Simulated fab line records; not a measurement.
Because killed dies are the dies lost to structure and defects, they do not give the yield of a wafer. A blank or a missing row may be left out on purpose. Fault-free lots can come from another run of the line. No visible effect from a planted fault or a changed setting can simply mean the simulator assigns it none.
fab line records ; flow n5Finfet
record: lots: 7; wafers: 21; lastDay: 17
route steps=1938 shown BEOL_M2@863
lots that met no fault: taken from a fault-free run of the same line
startH: the number of hours between the record's first day and the start of the first shown wafer of the lot ; waitH: how many hours have passed since the lot's step before this one ; " same as the row above ; L1.1+2: several wafers, shown together as one row ; - no value, or no start was given ; * or withheld: withheld ; < > ~ a bound
route shown NAME@n: a module of which the file shows steps, and the number in the route of the first ; usual: mean/standard deviation of fault-free wafers ; same: alike in all rows ; chamber/n: place in a boat ; sites: per-site readings ; _std_site: the values' standard deviation ; _edge_site: mean of outer sites minus mean of inner sites ; radiusMm: for every site, how far away it sits from the centre of the wafer ; mask NAME#n: copy n ; behind: the tool/chamber that last shaped the wafer ; hold: the reason the lot was held/the length of the hold in hours/how it ended ; device: the transistor (n, p or np) that didn't switch ; end of line: at the end of the route, the tests of the same wafers ; a step without rows: its recipe alone ; killed: dies that structure and defects cost at the first sort, which is not the same as the wafer's yield ; map: dies across one wafer; x = killed, . = not, _ = none there
set.NAME: the setting the step ran with; set.NAME@STEP: the setting that earlier step ran with ; model.NAME: the simulator's own value behind a step, which no gauge read
a table for each step, a row for each wafer; lots at some steps of the route
services: from which hour (startH, from the record's first day; less than 0 if before it) a tool's chamber was out of use, for how many hours, and why
== steps ==
step: N5_BEOL_M2_STRIP_66
recipe: chemistry: CF4; resist: SiARC; powerW: 300; biasPowerW: 75; pressureMtorr: 50; cf4FlowSccm: 150; rfFrequencyHz: 6e+07
usual: drypumpMotorCurrentA: 5.6/0.43; oesProductAu: 0.82/0.08; rfVppV: 271.5/1.4; showerheadPlenumPTorr: 1.81/0.052; throttleValvePct: 13.64/0.26
lot.wafer;tool;chamber;startH;waitH;drypumpMotorCurrentA;oesProductAu;rfHoursCounterH;rfVppV;showerheadPlenumPTorr;throttleValvePct
L163.1;rieDiel-02;3;164.02;0.0;4.9;0.73;155;269.7;1.80;13.63
L163.2;rieDiel-02;0;164.02;0.0;5.6;0.75;172;270.5;1.79;13.89
L163.3;rieDiel-02;2;164.02;0.0;5.0;0.72;174;268.7;1.71;13.86
L167.3;rieDiel-02;0;186.16;0.0;5.6;0.74;177;269.7;1.79;13.89
L167.4;rieDiel-02;2;186.16;0.0;5.0;0.71;183;270.4;1.71;13.90
L167.5;rieDiel-02;0;186.16;0.0;5.6;0.73;-;271.4;1.79;13.90
L168.3;rieDiel-01;2;187.16;0.0;5.6;0.89;29;274.3;1.90;13.14
L168.5;rieDiel-01;3;187.16;0.0;6.2;0.80;-;273.4;1.87;13.85
L168.6;rieDiel-01;0;187.16;0.0;5.9;0.95;-;273.3;1.84;13.36
L169.3;rieDiel-04;0;201.33;0.0;5.4;0.87;42;272.2;1.82;13.63
L169.5;rieDiel-04;1;201.33;0.0;4.7;0.68;-;270.7;1.78;13.94
L169.6;rieDiel-04;2;201.33;0.0;5.7;0.89;-;271.0;1.83;13.69
L170.2;rieDiel-04;0;208.35;0.0;5.5;0.87;44;271.4;1.82;13.60
L170.5;rieDiel-04;3;208.35;0.0;5.4;0.79;-;271.3;1.81;13.64
L170.6;rieDiel-04;2;208.35;0.0;5.7;0.90;-;271.2;1.83;13.69
L175.1;rieDiel-02;2;240.84;0.0;5.0;0.70;200;269.2;1.71;13.92
L175.2;rieDiel-02;3;240.84;0.0;4.9;0.72;181;270.9;1.79;13.70
L175.5;rieDiel-02;2;240.84;0.0;5.0;0.70;-;270.9;1.71;13.92
L181.1;rieDiel-01;3;268.84;0.0;6.2;0.77;131;273.2;1.86;13.92
L181.2;rieDiel-01;1;268.84;0.0;6.1;0.73;151;268.9;1.73;13.91
L181.5;rieDiel-01;2;268.84;0.0;5.6;0.85;-;273.1;1.89;13.20
step: N5_BEOL_M2_HM_OPEN_17
recipe: chemistry: Cl2/BCl3; targetDepthA: 200; overetchA: 60; target: TiN; maskMaterial: SOC; ionEnergyEv: 150; pressureMtorr: 10; icpW: 1000; biasW: 126; Cl2_flow_sccm: 53.25; bcl3FlowSccm: 21.75; Ar_flow_sccm: 25
usual: biasW: 126.0/0.4; drypumpMotorCurrentA: 6.0/0.47; mfcArSccm: 25.01/0.077; oesProductAu: 0.67/0.063; throttleValvePct: 22.15/0.17
lot.wafer;tool;chamber;startH;waitH;biasW;drypumpMotorCurrentA;mfcArSccm;oesProductAu;rfHoursCounterH;throttleValvePct
L163.1;rieMetal-01;1;164.06;0.0;126.6;5.6;24.98;0.70;28;22.10
L163.2;rieMetal-01;1;164.06;0.0;125.6;5.6;24.98;0.70;-;22.12
L163.3;rieMetal-01;1;164.06;0.0;125.8;5.6;24.99;0.69;-;22.11
L167.3;rieMetal-02;0;186.23;0.1;126.1;6.6;25.09;0.69;-;22.34
L167.4;rieMetal-02;1;186.23;0.1;125.3;6.5;24.82;0.68;-;21.81
L167.5;rieMetal-02;0;186.23;0.1;125.6;6.6;24.95;0.69;-;22.34
L168.3;rieMetal-01;1;187.23;0.1;126.2;5.6;25.09;0.68;-;22.13
L168.5;rieMetal-01;0;187.23;0.1;126.4;6.1;24.93;0.55;-;22.32
L168.6;rieMetal-01;1;187.23;0.1;126.6;5.6;25.30;0.68;-;22.14
L169.3;rieMetal-03;0;201.40;0.1;126.4;6.2;25.13;0.65;-;22.05
L169.5;rieMetal-03;1;201.40;0.1;126.2;5.3;24.95;0.79;-;22.24
L169.6;rieMetal-03;0;201.40;0.1;125.8;6.2;25.10;0.65;-;22.08
L170.2;rieMetal-01;0;208.39;0.0;125.5;6.1;24.95;0.55;98;22.34
L170.5;rieMetal-01;1;208.39;0.0;125.9;5.6;25.03;0.68;-;22.13
L170.6;rieMetal-01;0;208.39;0.0;125.8;6.1;24.97;0.55;-;22.33
L175.1;rieMetal-01;0;240.88;0.0;126.0;6.0;24.96;0.55;101;22.33
L175.2;rieMetal-01;1;240.88;0.0;126.1;5.6;25.02;0.67;35;22.15
L175.5;rieMetal-01;1;240.88;0.0;126.3;5.6;24.98;0.68;-;22.14
L181.1;rieMetal-01;0;268.88;0.0;126.1;6.0;25.00;0.55;104;22.31
L181.2;rieMetal-01;1;268.88;0.0;126.1;5.5;25.05;0.67;38;22.12
L181.5;rieMetal-01;1;268.88;0.0;125.6;5.6;25.03;0.67;-;22.14
step: N5_BEOL_M2_STRIP_19
recipe: chemistry: O2; powerW: 400; tempC: 40; pressureMtorr: 30; rfFrequencyHz: 6e+07; biasPowerW: 0; overashFraction: 0.2; o2FlowSccm: 225
usual: drypumpMotorCurrentA: 5.4/0.36; oesProductAu: 0.83/0.088; rfVppV: 3.7/0.51; showerheadPlenumPTorr: 2.11/0.059; throttleValvePct: 16.78/0.23
lot.wafer;tool;chamber;startH;waitH;drypumpMotorCurrentA;oesProductAu;rfHoursCounterH;rfVppV;showerheadPlenumPTorr;throttleValvePct
L163.1;rieDiel-02;2;164.26;0.2;5.0;0.72;174;3.9;2.00;17.00
L163.2;rieDiel-02;0;164.26;0.2;5.6;0.75;172;3.8;2.10;17.02
L163.3;rieDiel-02;3;164.26;0.2;4.9;0.74;156;4.0;2.10;16.73
L167.3;rieDiel-02;0;186.31;0.1;5.6;0.75;177;4.5;2.10;17.05
L167.4;rieDiel-02;1;186.31;0.1;5.3;0.92;19;3.2;2.05;16.41
L167.5;rieDiel-02;2;186.31;0.1;5.0;0.71;-;3.1;2.00;17.03
L168.3;rieDiel-04;2;187.32;0.1;5.7;0.92;22;3.4;2.15;16.86
L168.5;rieDiel-04;0;187.32;0.1;5.5;0.90;-;3.0;2.13;16.74
L168.6;rieDiel-04;3;187.32;0.1;5.4;0.81;-;3.3;2.13;16.80
L169.3;rieDiel-04;2;201.48;0.1;5.6;0.91;27;4.2;2.14;16.87
L169.5;rieDiel-04;2;201.48;0.1;5.6;0.91;-;3.0;2.14;16.86
L169.6;rieDiel-04;3;201.48;0.1;5.4;0.81;-;4.4;2.13;16.81
L170.2;rieDiel-02;3;208.51;0.1;4.9;0.73;170;3.5;2.10;16.74
L170.5;rieDiel-02;1;208.51;0.1;5.3;0.90;-;2.9;2.05;16.41
L170.6;rieDiel-02;2;208.51;0.1;5.0;0.70;-;3.5;2.00;17.02
L175.1;rieDiel-02;0;240.99;0.1;5.6;0.73;196;3.9;2.09;17.06
L175.2;rieDiel-02;2;240.99;0.1;5.0;0.69;200;4.0;1.99;17.05
L175.5;rieDiel-02;1;240.99;0.1;5.4;0.87;-;3.9;2.04;16.42
L181.1;rieDiel-01;2;268.99;0.1;5.6;0.86;62;3.3;2.22;16.32
L181.2;rieDiel-01;1;268.99;0.1;6.1;0.75;151;2.5;2.01;16.96
L181.5;rieDiel-01;2;268.99;0.1;5.6;0.85;-;4.0;2.22;16.32
step: N5_BEOL_M2_CD_MEAS_18
recipe: pitchNm: 36; targetCdNm: 18
usual: cdNm: 18.0/0.31
lot.wafer;tool;chamber;startH;waitH;cdNm
L163.1;cdSem-02;-;164.33;0.0;17.5
L163.2;cdSem-02;-;164.33;0.0;17.9
L163.3;cdSem-02;-;164.33;0.0;17.8
L167.3;cdSem-03;-;186.38;0.1;17.7
L167.4;cdSem-03;-;186.38;0.1;18.3
L167.5;cdSem-03;-;186.38;0.1;18.5
L168.3;cdSem-02;-;187.40;0.1;18.3
L168.5;cdSem-02;-;187.40;0.1;18.2
L168.6;cdSem-02;-;187.40;0.1;17.9
L169.3;cdSem-01;-;201.55;0.1;17.8
L169.5;cdSem-01;-;201.55;0.1;17.6
L169.6;cdSem-01;-;201.55;0.1;18.2
L170.2;cdSem-03;-;208.59;0.1;18.4
L170.5;cdSem-03;-;208.59;0.1;18.1
L170.6;cdSem-03;-;208.59;0.1;17.9
L175.1;cdSem-01;-;241.06;0.0;18.1
L175.2;cdSem-01;-;241.06;0.0;18.3
L175.5;cdSem-01;-;241.06;0.0;18.1
L181.1;cdSem-02;-;269.06;0.0;18.5
L181.2;cdSem-02;-;269.06;0.0;18.0
L181.5;cdSem-02;-;269.06;0.0;18.1
step: N5_BEOL_M2_COAT_67
recipe: resist: SOC; tempC: 250; timeS: 60; spinRpm: 1500; resistThkNm: 60
step: N5_BEOL_M2_COAT_68
recipe: resist: SiARC; tempC: 220; timeS: 60; spinRpm: 1500; resistThkNm: 12
step: N5_BEOL_M2_COAT_76
recipe: resist: underlayer; tempC: 205; timeS: 60; spinRpm: 1500; resistThkNm: 5
step: N5_BEOL_M2_COAT_22
recipe: resist: CAR-EUV; spinRpm: 1500; resistThkNm: 30
step: N5_BEOL_M2_EBR_24
recipe: solvent: PGMEA; ebrWidthMm: 1.5
step: N5_BEOL_M2_SOFTBAKE_23
recipe: tempC: 110; timeS: 60; resist: CAR-EUV
step: N5_BEOL_M2_EXPOSE_25
recipe: maskId: V1; na: 0.33; sourceShape: quasar; sigmaInner: 0.2; sigmaOuter: 0.8; polarization: unpolarized; defocusNm: 5; doseMj: 63
step: N5_BEOL_M2_PEB_26
recipe: pebTempC: 100; pebTimeS: 60; resist: CAR-EUV
step: N5_BEOL_M2_DEVELOP_27
recipe: developTimeS: 30; developer: TMAH; resist: CAR-EUV; rinseLiquid: surfactantRinse; dry: airSpin; devTempC: 23
usual: chillPlateTempC: 23.02/0.11; developTimeS: 30/0; exhaustPa: 44.9/0.83
lot.wafer;tool;chamber;startH;waitH;chillPlateTempC;developTimeS;exhaustPa;model.CAR-EUV_of_BEOL_M2_COAT_22.thkNm
L163.1;lithoTrack-04;0;164.59;-;22.94;30;47.3;29.6
L163.2;lithoTrack-04;0;164.59;-;22.83;30;46.4;29.6
L163.3;lithoTrack-04;0;164.59;-;22.88;30;46.0;29.6
L167.3;lithoTrack-02;0;186.81;-;23.07;30;45.5;29.6
L167.4;lithoTrack-02;0;186.81;-;23.07;30;45.1;29.6
L167.5;lithoTrack-02;0;186.81;-;23.01;30;45.5;29.6
L168.3;lithoTrack-05;-;187.79;-;-;-;-;30
L168.5;lithoTrack-05;-;187.79;-;-;-;-;30
L168.6;lithoTrack-05;-;187.79;-;-;-;-;30
L169.3;lithoTrack-04;-;201.94;-;-;-;-;30
L169.5;lithoTrack-04;-;201.94;-;-;-;-;30
L169.6;lithoTrack-04;-;201.94;-;-;-;-;30
L170.2;lithoTrack-05;-;208.97;-;-;-;-;30
L170.5;lithoTrack-05;-;208.97;-;-;-;-;30
L170.6;lithoTrack-05;-;208.97;-;-;-;-;30
L175.1;lithoTrack-05;0;241.44;-;22.98;30;43.9;29.4
L175.2;lithoTrack-05;0;241.44;-;22.85;30;43.2;29.4
L175.5;lithoTrack-05;0;241.44;-;23.10;30;44.2;29.4
L181.1;lithoTrack-05;0;269.44;-;22.87;30;44.8;29.6
L181.2;lithoTrack-05;0;269.44;-;22.89;30;44.2;29.8
L181.5;lithoTrack-05;0;269.44;-;23.10;30;43.1;29.6
step: N5_BEOL_M2_CD_MEAS_28
recipe: targetCdNm: 26.2; landingEnergyEv: 500; detector: seInlens; targetCdYNm: 24.1; polarity: opening
usual: cdNm: 26.13/0.23
same: landingEnergyEv: 500
lot.wafer;tool;chamber;startH;waitH;cdNm
L163.1;cdSem-01;0;164.65;-;25.86
L163.2;cdSem-01;0;164.65;-;26.26
L163.3;cdSem-01;0;164.65;-;26.12
L167.3;cdSem-03;0;186.87;-;26.47
L167.4;cdSem-03;0;186.87;-;26.44
L167.5;cdSem-03;0;186.87;-;26.32
L168.3;cdSem-03;0;187.85;-;-
L168.5;cdSem-03;0;187.85;-;-
L168.6;cdSem-03;0;187.85;-;-
L169.3;cdSem-03;0;202.00;-;-
L169.5;cdSem-03;0;202.00;-;-
L169.6;cdSem-03;0;202.00;-;-
L170.2;cdSem-03;0;209.03;-;-
L170.5;cdSem-03;0;209.03;-;-
L170.6;cdSem-03;0;209.03;-;-
L175.1;cdSem-01;0;241.50;-;26.04
L175.2;cdSem-01;0;241.50;-;25.90
L175.5;cdSem-01;0;241.50;-;26.43
L181.1;cdSem-01;0;269.50;-;25.86
L181.2;cdSem-01;0;269.50;-;26.11
L181.5;cdSem-01;0;269.50;-;26.11
== services ==
tool;chamber;startH;hours;kind
rieMetal-01;0;145.57;27.8;repair
rieMetal-01;-;151.98;1.0;repair
rieDiel-02;0;180.49;4.4;repair
rieDiel-02;-;220.78;2.3;repair
rieDiel-04;1;229.53;-;clean
rieDiel-04;1;229.53;-;consumableReplace:focusRing
rieDiel-04;1;229.53;26.2;scheduledDown
rieDiel-04;1;229.53;26.2;ventCycle
lithoTrack-05;-;246.46;-;consumableReplace:filter
== key ==
firstSign: step: N5_BEOL_M2_DEVELOP_27; reading: toolRecord; direction: missing
effect none on later readings
modelEffect: step: N5_BEOL_M2_DEVELOP_27; value: CAR-EUV_of_BEOL_M2_COAT_22.thkNm; without: 29.56; struck: 30
metAt N5_BEOL_M2_DEVELOP_27
struckWafers L168.3,L168.5,L168.6,L169.3,L169.5,L169.6,L170.2,L170.5,L170.6
laterRowsLeftOut L168.3,L168.5,L168.6,L169.3,L169.5,L169.6,L170.2,L170.5,L170.6
sortLeftOut L168.3,L168.5,L168.6,L169.3,L169.5,L169.6,L170.2,L170.5,L170.6
onsetBetween 164.59 187.79
fault: kind: skippedStepWhole; tool: lithoTrack-04,lithoTrack-05; chamber: -; onsetH: 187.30; steps: N5_BEOL_M2_DEVELOP_27; scope: struckLotsOnly
sortLeftOut: the simulated sort isn't trusted on such a fault, so these wafers' sort isn't shown, and their yield isn't known
laterRowsLeftOut: the simulator's readings of these wafers behind a module that went badly wrong aren't trusted and aren't shown, but for the sort
